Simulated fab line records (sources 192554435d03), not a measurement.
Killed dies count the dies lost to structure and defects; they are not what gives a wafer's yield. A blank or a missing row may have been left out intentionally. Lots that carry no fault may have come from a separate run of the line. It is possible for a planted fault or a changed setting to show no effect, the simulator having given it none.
Split-lot study    flow n5_finfet    on a route of 1938 steps: 7 lots, 21 wafers read

## ABOUT THE SPLIT
At N5_BEOL_M5_ETCH_72 (etches underlayer in N2/H2, target depth 6.5 nm, time 5.2 s), the setting bias_w was moved away from the recipe's 150 W on 7 of the 21 wafers read, by -14.2% to +17.1%. All remaining wafers had this setting at the recipe value.

Reading taken at the split's own step.

## THE READING
rf_vpp_V, in V, at N5_BEOL_M5_ETCH_72 (etches underlayer in N2/H2, target depth 6.5 nm, time 5.2 s). A value of 524.3 V with a standard deviation of 1.8 V is what fault-free wafers of this fab line usually give.

wafer   tool, chamber at the split  bias_w as run, W  against the recipe  rf_vpp_V, V  against lot-mates on the recipe
L080.4  rie_diel-04, 0              170.6             +13.7%              568.6        +42.9
L080.5  rie_diel-04, 0              170.6             +13.7%              568.7        +43.0
L080.6  rie_diel-04, 3              150               recipe              525.7        -
L084.2  rie_diel-06, 3              150               recipe              521.9        -
L084.4  rie_diel-06, 0              141.1             -5.9%               504.6        -17.3
L084.5  rie_diel-06, 3              141.1             -5.9%               500.2        -21.7
L086.1  rie_diel-04, 0              150               recipe              525.9        -
L086.2  rie_diel-04, 1              150               recipe              528.0        -
L086.3  rie_diel-04, 3              150               recipe              523.7        -
L092.2  rie_diel-02, 1              150               recipe              522.9        -
L092.4  rie_diel-02, 3              150               recipe              526.4        -
L092.5  rie_diel-02, 0              150               recipe              523.7        -
L093.3  rie_diel-02, 3              175.7             +17.1%              582.4        +56.2
L093.4  rie_diel-02, 2              150               recipe              525.7        -
L093.6  rie_diel-02, 2              150               recipe              526.7        -
L094.1  rie_diel-06, 2              167.1             +11.4%              557.7        +34.5
L094.5  rie_diel-06, 0              150               recipe              521.8        -
L094.6  rie_diel-06, 1              150               recipe              524.6        -
L097.2  rie_diel-02, 0              150               recipe              523.5        -
L097.4  rie_diel-02, 2              150               recipe              523.7        -
L097.6  rie_diel-02, 0              128.7             -14.2%              473.8        -49.8

FIT RESULTS
A straight line over all 21 wafers: rf_vpp_V changes by +3.34 V for each +1% of bias_w; r = +1.00; the points scatter about the line by 2.3 V.
The same after taking each lot's own level away (the mean of its wafers on the recipe; 21 wafers): +3.25 V for each +1%; r = +1.00; scatter 1.6 V.
According to that fit, moving bias_w by its largest amount changes the reading by 56 V.
From 521.90 to 526.20 V: that is the span of the lots' own levels, equal to 2.4 times the standard deviation above.
Hence the lot-to-lot level has little effect on the slope; both slopes agree.
Check: for one of the wafers moved furthest among these (+17.1%), held out of the fit, the line's prediction against its lot-mates is +54.9 V. It came out at +56.2 V against them.
Tool readings at the split's step, against how far the setting was moved: rf_vpp_V r = +1.00.

## THESE WAFERS: OTHER SPLITS
These wafers also went through other splits before the reading. Each is held against what the fit with the lots' levels taken away leaves over:
other split on the same wafers  wafers away from the commonest value  r with rf_vpp_V (lot level and that fit taken away)
N5_BEOL_M4_DESCUM_33 time_s     9                                     -0.11
N5_BEOL_M5_EXPOSE_08 dose_mj    7                                     +0.30

## THE FILE'S OWN FIT
rf_vpp_V changes by +3.26 V for each +1% of bias_w, r = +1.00.
